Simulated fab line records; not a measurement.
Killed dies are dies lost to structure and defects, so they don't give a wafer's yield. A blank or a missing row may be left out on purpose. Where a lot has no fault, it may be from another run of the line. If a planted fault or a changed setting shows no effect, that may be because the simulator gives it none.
Matching of chambers    flow n5-finfet    4 sister chambers for N5_BEOL_M5_STRIP_19 on rie-diel-06
The step strips in O2. 36 wafers are shown with their chamber, then 12 later ones without.

## WAFERS, EACH WITH ITS CHAMBER
wafer   chamber  showerhead-plenum-p-Torr (Torr)  throttle-valve-pct (%)  drypump-motor-current-A (A)
L074.1  0        2.06                             16.46                   4.9
L074.2  1        1.99                             16.61                   5.7
L074.3  3        2.02                             17.13                   5.3
L074.4  1        1.99                             16.63                   5.7
L074.5  0        2.07                             16.47                   4.9
L074.6  3        2.02                             17.15                   5.3
L078.2  3        2.02                             17.15                   5.3
L078.3  2        2.17                             16.81                   5.2
L078.6  1        1.99                             16.63                   5.7
L079.1  0        2.06                             16.48                   4.9
L079.2  2        2.17                             16.82                   5.2
L079.3  3        2.02                             17.17                   5.3
L079.4  1        1.99                             16.62                   5.7
L079.5  1        1.99                             16.65                   5.7
L079.6  2        2.17                             16.81                   5.2
L080.2  1        1.99                             16.64                   5.7
L080.4  2        2.17                             16.82                   5.2
L080.5  0        2.06                             16.50                   4.9
L082.1  2        2.16                             16.84                   5.2
L082.3  3        2.02                             17.16                   5.4
L082.4  0        2.06                             16.50                   4.9
L083.2  3        2.02                             17.16                   5.3
L083.3  2        2.16                             16.83                   5.2
L083.6  3        2.02                             17.16                   5.4
L084.1  0        2.06                             16.51                   4.9
L084.3  3        2.01                             17.17                   5.3
L084.4  2        2.16                             16.84                   5.2
L087.1  2        2.16                             16.85                   5.2
L087.2  1        1.98                             16.66                   5.6
L087.3  3        2.01                             17.15                   5.4
L087.4  0        2.06                             16.52                   4.9
L087.5  3        2.01                             17.17                   5.4
L087.6  2        2.16                             16.84                   5.2
L089.2  0        2.05                             16.54                   4.9
L089.3  3        2.01                             17.19                   5.3
L089.5  2        2.16                             16.84                   5.2

SIGNATURES (averages over the wafers above)
reading                   chamber 0  chamber 1  chamber 2  chamber 3  scatter within a chamber
showerhead-plenum-p-Torr  2.0600     1.9886     2.1640     2.0164     0.00494
throttle-valve-pct        16.4975    16.6343    16.8300    17.1600    0.0185
drypump-motor-current-A   4.900      5.686      5.200      5.336      0.0326
Rule: for a wafer and a chamber, the distance is found by dividing, reading by reading, the gap between the wafer's reading and the chamber's mean by the reading's scatter, squaring, summing and taking the root. If the next closest chamber is less than 2 further off than the closest, the wafer can't be placed; otherwise it belongs to the closest. How the scatter is found: for the shown wafers, subtract from each reading the mean of its chamber, square and add these, divide the total by (wafers less chambers), then take the root.

## WAFERS WITH NO CHAMBER GIVEN
wafer   showerhead-plenum-p-Torr (Torr)  throttle-valve-pct (%)  drypump-motor-current-A (A)
L090.2  1.98                             16.68                   5.7
L090.4  2.05                             16.53                   4.9
L090.6  2.01                             17.17                   5.4
L088.2  2.05                             16.55                   4.9
L088.3  2.01                             17.19                   5.4
L088.6  2.01                             17.22                   5.4
L092.1  2.05                             16.56                   4.9
L092.2  2.01                             17.21                   5.4
L092.4  1.98                             16.69                   5.7
L093.2  2.05                             16.56                   4.9
L093.4  2.05                             16.56                   4.9
L093.6  1.98                             16.71                   5.6

## CHAMBER TAKEN BY EACH
wafer   from the rows above  in truth
L090.2  1                    1
L090.4  0                    0
L090.6  3                    3
L088.2  0                    0
L088.3  3                    3
L088.6  3                    3
L092.1  0                    0
L092.2  3                    3
L092.4  1                    1
L093.2  0                    0
L093.4  0                    0
L093.6  1                    1
Correctly placed: 12 of 12. Left unplaced by these rows: 0. 0 placed wrongly.
